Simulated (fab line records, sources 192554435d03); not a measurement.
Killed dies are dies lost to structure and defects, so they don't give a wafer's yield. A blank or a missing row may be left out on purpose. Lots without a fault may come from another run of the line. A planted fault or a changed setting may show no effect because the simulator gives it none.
A struck lot beside a sound one | flow n5_finfet | 15 steps out of a route of 1938
Sound: wafers L621.1, L621.2, L621.6. Struck: wafer L628.1. (L628.2 of the same lot was not struck and is left out.) The cause comes at the end.
At each step with rows: each side's tool, then ch and its chambers, then its first start. Under that, the readings that differ: sound wafers | struck wafers | difference of the means | sigmas: that difference in standard deviations of wafers without a fault.
alike: readings whose means differ by less than 2 such deviations, and words and numbers that are the same on both sides. not compared: withheld readings, readings that some wafer has no value for, bounds like >300 that may hide the same value, and numbers for which the record gives no deviation and whose values overlap.
The two part at a step that has a row with sigmas, a row that says differs or no value, or rows on one side only. Numbers that don't overlap but have no deviation are shown without sigmas and don't part them. A reading that every wafer of one side lacks parts them only if that side has two wafers or more.

first, 7 steps without rows for these wafers: N5_BEOL_M11_COAT_64 (time 60 s, resist thk 30 nm); N5_BEOL_M11_COAT_22 (resist thk 90 nm); N5_BEOL_M11_EBR_24; N5_BEOL_M11_SOFTBAKE_23 (time 60 s); N5_BEOL_M11_EXPOSE_25 (exposes mask V10); N5_BEOL_M11_PEB_26 (peb time 60 s); N5_BEOL_M11_DEVELOP_27 (develop time 30 s).
N5_BEOL_M11_CD_MEAS_28: target cd 70 nm.
  sound on cd_sem-01 ch 0, day 12 11:31; struck on cd_sem-03 ch 0, day 13 21:44
  alike: cd_nm
N5_BEOL_M11_OVL_MEAS_29:
  sound on overlay-02 ch 0, day 12 11:32; struck on overlay-02 ch 0, day 13 21:46
  alike: V10_OVL
N5_BEOL_M11_INSPECT_30: inspects for defects (brightfield).
  sound on defect_inspect-01, day 12 11:34; struck on defect_inspect-02, day 13 21:48
  alike: raw_defect_count
N5_BEOL_M11_DESCUM_33: chemistry O2, time 7.9 s.
  sound on rie_diel-05 ch 1,2, day 12 11:36; struck on rie_diel-04 ch 3, day 13 22:36
  alike: drypump_motor_current_A, oes_product_au, rf_vpp_V, showerhead_plenum_p_Torr, throttle_valve_pct
  not compared: rf_hours_counter_h
N5_BEOL_M11_ETCH_65: etches SiARC in CF4, target depth 39 nm, time 65 s.
  sound on rie_diel-05 ch 1,2, day 12 11:38; struck on rie_diel-04 ch 3, day 13 22:38
  alike: drypump_motor_current_A, etch_rf_on_time_s, oes_product_au, rf_vpp_V, showerhead_plenum_p_Torr, throttle_valve_pct
  not compared: rf_hours_counter_h
N5_BEOL_M11_ETCH_66: etches SOC in N2/H2, target depth 120 nm, overetch 24 nm, time 180 s.
  sound on rie_diel-05 ch 1,2, day 12 11:41; struck on rie_diel-04 ch 3, day 13 22:41
  reading                                     | sound             | struck | difference | sigmas
  oes_product_au (a.u.)                       | 0.59 0.57 0.59    | 0.77   | +0.19      | +3
  run_length_s (s)                            | 203.5 202.5 203.2 | 189.7  | -13.4      | -26
  model.SiARC_of_BEOL_M11_COAT_64.thk_nm (nm) | 22.8 23 22.8      | 23.4   | +0.5       |
  alike: drypump_motor_current_A, n2_flow_sccm, rf_vpp_V, showerhead_plenum_p_Torr, throttle_valve_pct
  not compared: rf_hours_counter_h
then, 1 step without rows for these wafers: N5_BEOL_M11_STRIP_69 (strips in N2/H2).
N5_PASSIVATION_PROBE_49:
  sound on prober-01, day 14 05:02; struck on prober-01, day 15 20:08
  reading                  | sound          | struck | difference | sigmas
  defect_limited_yield (%) | 92.8 93.1 91.6 | 88.8   | -3.7       | -2
  killed_at_M4_up          | 16 10 11       | 30     | +18        | +4
  killed_dies              | 85 81 99       | 132    | +44        | +2
  killed_on_rim            | 9 10 18        | 21     | +9         | +2
  killed_open              | 49 41 69       | 87     | +34        | +3
  sort_bin_5_function (%)  | 3.6 3.8 4.3    | 6.3    | +2.4       | +2
  sort_bin_6_memory (%)    | 2.6 2.4 3.6    | 4.3    | +1.4       | +2
  sort_n_pass              | 1095 1099 1081 | 1048   | -44        | -2
  sort_yield_pct (%)       | 92.8 93.1 91.6 | 88.8   | -3.7       | -2
  alike: killed_at_M0_to_M3, killed_at_contacts, killed_at_front_end, killed_at_other, killed_short, sort_bin_8_speed

WHERE THEY PART
First at N5_BEOL_M11_ETCH_66; last, within this record, at N5_PASSIVATION_PROBE_49.

WHY: what the simulator had put in
Process parameter drift: rie_diel-04, from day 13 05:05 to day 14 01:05, at N5_BEOL_M11_ETCH_66. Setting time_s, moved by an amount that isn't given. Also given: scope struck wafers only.
